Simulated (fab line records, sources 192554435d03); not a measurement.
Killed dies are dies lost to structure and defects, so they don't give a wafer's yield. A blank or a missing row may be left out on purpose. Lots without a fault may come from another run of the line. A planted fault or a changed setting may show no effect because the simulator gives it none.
A struck lot beside a sound one | flow n5_finfet | 16 steps out of a route of 1938
Sound: wafers L301.4, L301.5, L301.6. Struck: wafer L316.3. (L316.6 of the same lot was not struck and is left out.) The cause comes at the end.
At each step with rows: each side's tool, then ch and its chambers, then its first start. Under that, the readings that differ: sound wafers | struck wafers | difference of the means | sigmas: that difference in standard deviations of wafers without a fault.
alike: readings whose means differ by less than 2 such deviations, and words and numbers that are the same on both sides. not compared: withheld readings, readings that some wafer has no value for, bounds like >300 that may hide the same value, and numbers for which the record gives no deviation and whose values overlap.
The two part at a step that has a row with sigmas, a row that says differs or no value, or rows on one side only. Numbers that don't overlap but have no deviation are shown without sigmas and don't part them. A reading that every wafer of one side lacks parts them only if that side has two wafers or more.

N5_MOL_CONTACT_COAG_CD_MEAS_08: target cd 28 nm.
  sound on cd_sem-03 ch 0, day 6 06:03; struck on cd_sem-02 ch 0, day 9 14:38
  alike: cd_nm
N5_MOL_CONTACT_COAG_OVL_MEAS_09:
  sound on overlay-02 ch 0, day 6 06:05; struck on overlay-01 ch 0, day 9 14:41
  alike: CA_OVL
N5_MOL_CONTACT_COAG_INSPECT_10: inspects for defects (brightfield).
  sound on defect_inspect-01, day 6 06:08; struck on defect_inspect-02, day 9 14:43
  alike: raw_defect_count
then, 1 step without rows for these wafers: N5_MOL_CONTACT_COAG_DESCUM_13 (chemistry O2, time 7 s).
N5_MOL_CONTACT_COAG_ETCH_59: etches underlayer in N2/H2, target depth 13 nm, time 10.4 s.
  sound on rie_diel-01 ch 0,1,3, day 6 06:12; struck on rie_diel-01 ch 2, day 9 14:47
  alike: bias_w, drypump_motor_current_A, etch_rf_on_time_s, oes_product_au, rf_vpp_V, showerhead_plenum_p_Torr, throttle_valve_pct
  not compared: rf_hours_counter_h
N5_MOL_CONTACT_COAG_ETCH_105: etches SiARC in CF4, target depth 15.6 nm, time 26 s.
  sound on rie_diel-01 ch 0,1,3, day 6 06:13; struck on rie_diel-01 ch 2, day 9 14:49
  alike: bias_w, drypump_motor_current_A, etch_rf_on_time_s, oes_product_au, rf_vpp_V, showerhead_plenum_p_Torr, throttle_valve_pct
  not compared: rf_hours_counter_h
N5_MOL_CONTACT_COAG_ETCH_106: etches SOC in N2/H2, target depth 80 nm, overetch 16 nm, time 120 s.
  sound on rie_diel-01 ch 0,1,3, day 6 06:15; struck on rie_diel-01 ch 2, day 9 14:50
  alike: bias_w, drypump_motor_current_A, oes_product_au, rf_vpp_V, showerhead_plenum_p_Torr, throttle_valve_pct
  not compared: rf_hours_counter_h
then, 4 steps without rows for these wafers: N5_MOL_CONTACT_COAG_STRIP_107 (strips in N2/H2); N5_MOL_CONTACT_COAG_STRIP_108 (strips in N2/H2); N5_MOL_CONTACT_COAG_CONTACT_ETCH_14 (etches SiO2 in C4F6/O2, target depth 27.5 nm, overetch 8.5 nm, time 20 s); N5_MOL_CONTACT_COAG_STRIP_109 (strips in C4F6/O2).
N5_MOL_CONTACT_COAG_ETCH_15: etches SiNx in CH3F/O2, stops on Si:P, target depth 7 nm.
  sound on rie_diel-01 ch 0,1,3, day 6 06:23; struck on rie_diel-01 ch 2, day 9 14:58
  alike: bias_w, drypump_motor_current_A, oes_product_au, rf_vpp_V, showerhead_plenum_p_Torr, throttle_valve_pct
  not compared: rf_hours_counter_h
N5_MOL_CONTACT_COAG_ETCH_110: etches Si in CF4/O2, target depth 2.5 nm, time 8 s.
  sound on rie_diel-01 ch 0,1,3, day 6 06:26; struck on rie_diel-01 ch 2, day 9 15:02
  reading                  | sound             | struck | difference | sigmas
  oes_product_au (a.u.)    | 0.99 0.68 0.96    | 0.62   | -0.26      | -3
  model.etch.depth_nm (nm) | 2.538 2.433 2.524 | 1.941  | -0.557     |
  alike: bias_w, drypump_motor_current_A, rf_vpp_V, showerhead_plenum_p_Torr, throttle_valve_pct
  not compared: rf_hours_counter_h, model.SOC_of_MOL_CONTACT_COAG_COAT_103.thk_nm
N5_MOL_CONTACT_COAG_STRIP_98: strips in N2/H2.
  sound on rie_diel-01 ch 0,1,3, day 6 06:29; struck on rie_diel-01 ch 2, day 9 15:05
  alike: drypump_motor_current_A, oes_product_au, rf_vpp_V, showerhead_plenum_p_Torr, throttle_valve_pct
  not compared: rf_hours_counter_h
-- the record jumps here: 3 days lie between the struck wafers' starts before and after (it left off in module MOL_CONTACT_COAG and takes up again in module BEOL_M4, whose first step shown is number 1111 of the route) --
N5_BEOL_M4_RC_MEAS_101:
  sound on prober-01 ch 0, day 8 23:05; struck on prober-01 ch 0, day 12 20:16
  alike: DIBL_N, DIBL_P, IOFF_N, IOFF_P, ION_N, ION_P, SS_N, SS_P, VT_N, VT_P
then, 1 step without rows for these wafers: N5_PASSIVATION_PROBE_49.

WHERE THEY PART
Only at N5_MOL_CONTACT_COAG_ETCH_110, within this record. Later steps at which nothing parts them and some readings are alike: N5_MOL_CONTACT_COAG_STRIP_98, N5_BEOL_M4_RC_MEAS_101.

WHY: what the simulator had put in
Process parameter drift: rie_diel-01, from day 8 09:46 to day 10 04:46, at N5_MOL_CONTACT_COAG_ETCH_110. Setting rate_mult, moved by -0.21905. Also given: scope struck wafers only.
